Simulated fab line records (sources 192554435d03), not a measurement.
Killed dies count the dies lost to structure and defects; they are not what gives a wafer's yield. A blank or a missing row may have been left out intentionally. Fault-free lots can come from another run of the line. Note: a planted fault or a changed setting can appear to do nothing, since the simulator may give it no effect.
Lot-split experiment    flow n5 finfet    7 lots, 39 wafers read, on a route of 1938 steps

## THE SPLIT
At N5_FIN_SAQP_HM_DEP_03 (deposits SiNx from SiH4/NH3/N2, target thk 38 nm, time 33.6 s), the setting time s was moved away from the recipe's 33.6 s on 12 of the 39 wafers read, by -49.7% to +48.1%. The other wafers ran this setting at the recipe's value.

## FROM THE SPLIT TO THE READING: what the file shows between them, 8 steps
- N5_FIN_SAQP_THK_MEAS_05
- N5_FIN_SAQP_PECVD_47: deposits a-Si from SiH4/He, target thk 45 nm, time 36.3 s
- N5_FIN_SAQP_PECVD_48: deposits SiNx from SiH4/NH3/N2, target thk 25 nm, time 22.1 s
- N5_FIN_SAQP_MANDREL2_REMOVE_60: chemistry HBr/Cl2/O2, target a-Si, stops on SiNx, bt time 10 s
- N5_FIN_SAQP_HM_OPEN_33: chemistry CH3F/O2, target SiNx, target depth 49.4 nm, time 70.6 s
- N5_FIN_SAQP_ETCH_34: etches SiO2 in C4F6/O2, target depth 45 nm, time 15 s
- N5_FIN_SAQP_STRIP_77: strips in N2/H2, time 90 s
- N5_FIN_SAQP_ETCH_64: etches SiO2 in CF4, target depth 1.5 nm

## THE READING
SiNx_of_FIN_SAQP_HM_DEP_03.thk nm (the simulator's own value, which no gauge read), in nm, at N5_FIN_SAQP_FIN_ETCH_36 (etches the open film in HBr/Cl2/O2, target depth 120 nm, time 50.4 s). The file does not state a usual value for it. Average 20.9 nm, standard deviation 0.52 nm, over the 27 wafers here run with the recipe.

wafer   tool, chamber at the split  time s as run, s  against the recipe  SiNx_of_FIN_SAQP_HM_DEP_03.thk nm, nm  against lot-mates on the recipe
L080.1  pecvd-03, 2                 33.6              recipe              20.2                                   -
L080.3  pecvd-03, 1                 33.6              recipe              21                                     -
L080.4  pecvd-03, 1                 33.6              recipe              20.8                                   -
L086.1  pecvd-02, 0                 16.9              -49.7%              2.6                                    -18.7
L086.2  pecvd-02, 1                 33.6              recipe              21.4                                   -
L086.4  pecvd-02, 1                 33.6              recipe              21.4                                   -
L086.3  pecvd-02, 2                 16.9              -49.7%              1.6                                    -19.7
L086.5  pecvd-02, 2                 33.6              recipe              21                                     -
L086.6  pecvd-02, 0                 16.9              -49.7%              2.8                                    -18.5
L087.1  pecvd-03, 2                 33.6              recipe              20.2                                   -
L087.2  pecvd-03, 0                 49.75             +48.1%              38                                     +17.1
L087.3  pecvd-03, 1                 33.6              recipe              21                                     -
L087.4  pecvd-03, 1                 49.75             +48.1%              39                                     +18.1
L087.5  pecvd-03, 0                 49.75             +48.1%              39.6                                   +18.7
L087.6  pecvd-03, 2                 33.6              recipe              21.6                                   -
L088.1  pecvd-02, 2                 39.46             +17.4%              27                                     +5.9
L088.2  pecvd-02, 0                 33.6              recipe              20.6                                   -
L088.3  pecvd-02, 1                 33.6              recipe              21.6                                   -
L088.4  pecvd-02, 0                 39.46             +17.4%              27.6                                   +6.5
L088.5  pecvd-02, 2                 33.6              recipe              21                                     -
L088.6  pecvd-02, 1                 39.46             +17.4%              28.6                                   +7.5
L093.1  pecvd-02, 0                 33.6              recipe              21.6                                   -
L093.2  pecvd-02, 2                 33.6              recipe              20.8                                   -
L093.4  pecvd-02, 2                 33.6              recipe              20.8                                   -
L093.3  pecvd-02, 1                 33.6              recipe              20.4                                   -
L093.5  pecvd-02, 1                 33.6              recipe              21.4                                   -
L093.6  pecvd-02, 0                 33.6              recipe              21                                     -
L094.1  pecvd-02, 0                 33.6              recipe              20.4                                   -
L094.2  pecvd-02, 2                 33.6              recipe              20                                     -
L094.3  pecvd-02, 1                 33.6              recipe              21.2                                   -
L094.5  pecvd-02, 2                 33.6              recipe              21.2                                   -
L094.4  pecvd-02, 1                 33.6              recipe              21                                     -
L094.6  pecvd-02, 0                 33.6              recipe              21.8                                   -
L095.1  pecvd-02, 2                 33.6              recipe              20                                     -
L095.2  pecvd-02, 0                 33.6              recipe              20                                     -
L095.3  pecvd-02, 0                 33.6              recipe              20.6                                   -
L095.4  pecvd-02, 2                 19.28             -42.6%              5.2                                    -15.0
L095.5  pecvd-02, 0                 19.28             -42.6%              4.4                                    -15.8
L095.6  pecvd-02, 2                 19.28             -42.6%              4.2                                    -16.0

THE FIT
A straight line over all 39 wafers: SiNx_of_FIN_SAQP_HM_DEP_03.thk nm changes by +0.377 nm for each +1% of time s; r = +1.00; the points scatter about the line by 0.57 nm.
The same after taking each lot's own level away (the mean of its wafers on the recipe; 39 wafers): +0.374 nm for each +1%; r = +1.00; scatter 0.52 nm.
That fit puts the effect of the largest move of time s on the reading at 19 nm.
The lots' own levels span 20.20 to 21.27 nm, that is 2.0 times the standard deviation above.
Consequently the slope shifts little with the lot-to-lot level, the two slopes agreeing.
Check: for one of the wafers moved furthest among these (-49.7%), held out of the fit, the line's prediction against its lot-mates is -18.6 nm. It came out at -18.7 nm against them.

## ADDITIONAL SPLITS CARRIED BY THESE WAFERS
Before the reading, these wafers also passed through other splits. Each is held against what the fit with the lots' levels taken away leaves over:
other split on the same wafers                  wafers away from the commonest value  r with SiNx_of_FIN_SAQP_HM_DEP_03.thk nm (lot level and that fit taken away)
N5_PMOS_HMC_CHANNEL_EPI_HM_DEP_34 target thk a  6                                     +0.12

## THE WHOLE CHAIN: every reading that the file lists as answering this split, in the file's order
step                     what it does                                                          reading                                                                             change (the file's fit)                r (the file's)
N5_FIN_SAQP_HM_DEP_03    deposits SiNx from SiH4/NH3/N2, target thk 38 nm, time 33.6 s         SiNx_of_FIN_SAQP_HM_DEP_03.thk nm (the simulator's own value, which no gauge read)  +0.38 nm for each +1% of the setting   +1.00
N5_FIN_SAQP_THK_MEAS_05                                                                        thk nm                                                                              withheld for each +1% of the setting   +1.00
N5_FIN_SAQP_HM_OPEN_33   chemistry CH3F/O2, target SiNx, target depth 49.4 nm, time 70.6 s     etch rf on time s                                                                   withheld for each +1% of the setting   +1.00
N5_FIN_SAQP_HM_OPEN_33   chemistry CH3F/O2, target SiNx, target depth 49.4 nm, time 70.6 s     etch.depth nm (the simulator's own value, which no gauge read)                      +0.38 nm for each +1% of the setting   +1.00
N5_FIN_SAQP_FIN_ETCH_36  etches the open film in HBr/Cl2/O2, target depth 120 nm, time 50.4 s  SiNx_of_FIN_SAQP_HM_DEP_03.thk nm (the simulator's own value, which no gauge read)  +0.374 nm for each +1% of the setting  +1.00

## FILE'S OWN FIT
SiNx_of_FIN_SAQP_HM_DEP_03.thk nm changes by +0.374 nm for each +1% of time s, r = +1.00.
